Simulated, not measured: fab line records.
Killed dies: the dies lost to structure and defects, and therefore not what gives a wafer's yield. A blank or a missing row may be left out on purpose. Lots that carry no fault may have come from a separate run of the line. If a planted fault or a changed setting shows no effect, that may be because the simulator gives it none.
Chamber matching || flow n5-finfet || N5_BEOL_M12_DEP_53 on pecvd-01 has 3 sister chambers
The step deposits SiCN from 3MS/NH3, target thk 30 nm, time 10.5 s. 16 wafers are shown with their chamber, then 8 later ones without.

WAFERS PAIRED WITH THEIR CHAMBERS
{"wafer": "L074.1", "chamber": 1, "showerhead-plenum-p-Torr (Torr)": 4.167, "throttle-valve-pct (%)": 18.0, "chamber-pressure-Torr (Torr)": 2.998}
{"wafer": "L074.3", "chamber": 0, "showerhead-plenum-p-Torr (Torr)": 4.166, "throttle-valve-pct (%)": 17.9, "chamber-pressure-Torr (Torr)": 3.009}
{"wafer": "L074.5", "chamber": 2, "showerhead-plenum-p-Torr (Torr)": 4.168, "throttle-valve-pct (%)": 17.6, "chamber-pressure-Torr (Torr)": 3.002}
{"wafer": "L077.1", "chamber": 1, "showerhead-plenum-p-Torr (Torr)": 4.159, "throttle-valve-pct (%)": 18.1, "chamber-pressure-Torr (Torr)": 3.006}
{"wafer": "L077.4", "chamber": 2, "showerhead-plenum-p-Torr (Torr)": 4.175, "throttle-valve-pct (%)": 17.8, "chamber-pressure-Torr (Torr)": 3.008}
{"wafer": "L077.6", "chamber": 1, "showerhead-plenum-p-Torr (Torr)": 4.150, "throttle-valve-pct (%)": 18.1, "chamber-pressure-Torr (Torr)": 2.997}
{"wafer": "L080.1", "chamber": 0, "showerhead-plenum-p-Torr (Torr)": 4.164, "throttle-valve-pct (%)": 18.2, "chamber-pressure-Torr (Torr)": 3.001}
{"wafer": "L080.2", "chamber": 1, "showerhead-plenum-p-Torr (Torr)": 4.157, "throttle-valve-pct (%)": 18.2, "chamber-pressure-Torr (Torr)": 3.001}
{"wafer": "L080.6", "chamber": 0, "showerhead-plenum-p-Torr (Torr)": 4.160, "throttle-valve-pct (%)": 18.2, "chamber-pressure-Torr (Torr)": 2.994}
{"wafer": "L082.3", "chamber": 2, "showerhead-plenum-p-Torr (Torr)": 4.182, "throttle-valve-pct (%)": 18.0, "chamber-pressure-Torr (Torr)": 2.990}
{"wafer": "L082.4", "chamber": 2, "showerhead-plenum-p-Torr (Torr)": 4.174, "throttle-valve-pct (%)": 17.7, "chamber-pressure-Torr (Torr)": 3.005}
{"wafer": "L082.5", "chamber": 1, "showerhead-plenum-p-Torr (Torr)": 4.168, "throttle-valve-pct (%)": 18.0, "chamber-pressure-Torr (Torr)": 3.003}
{"wafer": "L086.2", "chamber": 1, "showerhead-plenum-p-Torr (Torr)": 4.157, "throttle-valve-pct (%)": 17.9, "chamber-pressure-Torr (Torr)": 2.993}
{"wafer": "L086.4", "chamber": 1, "showerhead-plenum-p-Torr (Torr)": 4.160, "throttle-valve-pct (%)": 18.3, "chamber-pressure-Torr (Torr)": 3.011}
{"wafer": "L086.6", "chamber": 0, "showerhead-plenum-p-Torr (Torr)": 4.171, "throttle-valve-pct (%)": 18.0, "chamber-pressure-Torr (Torr)": 3.006}
{"wafer": "L090.1", "chamber": 0, "showerhead-plenum-p-Torr (Torr)": 4.159, "throttle-valve-pct (%)": 18.0, "chamber-pressure-Torr (Torr)": 2.994}

SIGNATURES, as means of the wafers listed above
{"reading": "showerhead-plenum-p-Torr", "chamber 0": 4.16400, "chamber 1": 4.15971, "chamber 2": 4.17475, "scatter within a chamber": 0.00571}
{"reading": "throttle-valve-pct", "chamber 0": 18.060, "chamber 1": 18.086, "chamber 2": 17.775, "scatter within a chamber": 0.144}
{"reading": "chamber-pressure-Torr", "chamber 0": 3.00080, "chamber 1": 3.00129, "chamber 2": 3.00125, "scatter within a chamber": 0.00674}
Rule: for a wafer and a chamber, the distance is found by dividing, reading by reading, the gap between the wafer's reading and the chamber's mean by the reading's scatter, squaring, summing and taking the root. If the next closest chamber is less than 2 further off than the closest, the wafer can't be placed; otherwise it belongs to the closest. The scatter: the root of (the sum of the squares of (reading less its chamber's mean) over the shown wafers, divided by (wafers less chambers)).

WAFERS MISSING THEIR CHAMBER
{"wafer": "L090.2", "showerhead-plenum-p-Torr (Torr)": 4.174, "throttle-valve-pct (%)": 18.0, "chamber-pressure-Torr (Torr)": 3.011}
{"wafer": "L090.3", "showerhead-plenum-p-Torr (Torr)": 4.162, "throttle-valve-pct (%)": 18.1, "chamber-pressure-Torr (Torr)": 2.996}
{"wafer": "L092.1", "showerhead-plenum-p-Torr (Torr)": 4.150, "throttle-valve-pct (%)": 18.0, "chamber-pressure-Torr (Torr)": 3.010}
{"wafer": "L092.4", "showerhead-plenum-p-Torr (Torr)": 4.176, "throttle-valve-pct (%)": 18.2, "chamber-pressure-Torr (Torr)": 3.014}
{"wafer": "L092.5", "showerhead-plenum-p-Torr (Torr)": 4.157, "throttle-valve-pct (%)": 18.0, "chamber-pressure-Torr (Torr)": 3.003}
{"wafer": "L097.1", "showerhead-plenum-p-Torr (Torr)": 4.163, "throttle-valve-pct (%)": 18.1, "chamber-pressure-Torr (Torr)": 3.002}
{"wafer": "L097.2", "showerhead-plenum-p-Torr (Torr)": 4.162, "throttle-valve-pct (%)": 17.9, "chamber-pressure-Torr (Torr)": 3.005}
{"wafer": "L097.4", "showerhead-plenum-p-Torr (Torr)": 4.173, "throttle-valve-pct (%)": 18.3, "chamber-pressure-Torr (Torr)": 2.996}

CHAMBER TAKEN BY EACH
{"wafer": "L090.2", "from the rows above": "can't be placed: 2 or 0 or 1", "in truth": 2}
{"wafer": "L090.3", "from the rows above": "can't be placed: 0 or 1", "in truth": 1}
{"wafer": "L092.1", "from the rows above": "can't be placed: 1 or 0", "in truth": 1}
{"wafer": "L092.4", "from the rows above": "can't be placed: 0 or 1 or 2", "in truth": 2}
{"wafer": "L092.5", "from the rows above": "can't be placed: 1 or 0", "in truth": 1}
{"wafer": "L097.1", "from the rows above": "can't be placed: 0 or 1", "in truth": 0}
{"wafer": "L097.2", "from the rows above": "can't be placed: 0 or 1 or 2", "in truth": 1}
{"wafer": "L097.4", "from the rows above": "can't be placed: 0 or 1 or 2", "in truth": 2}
Correct placement for 0 of the 8. Cannot be placed on the basis of these rows: 8; the candidates contain the true chamber in 8. Wrongly placed: 0.
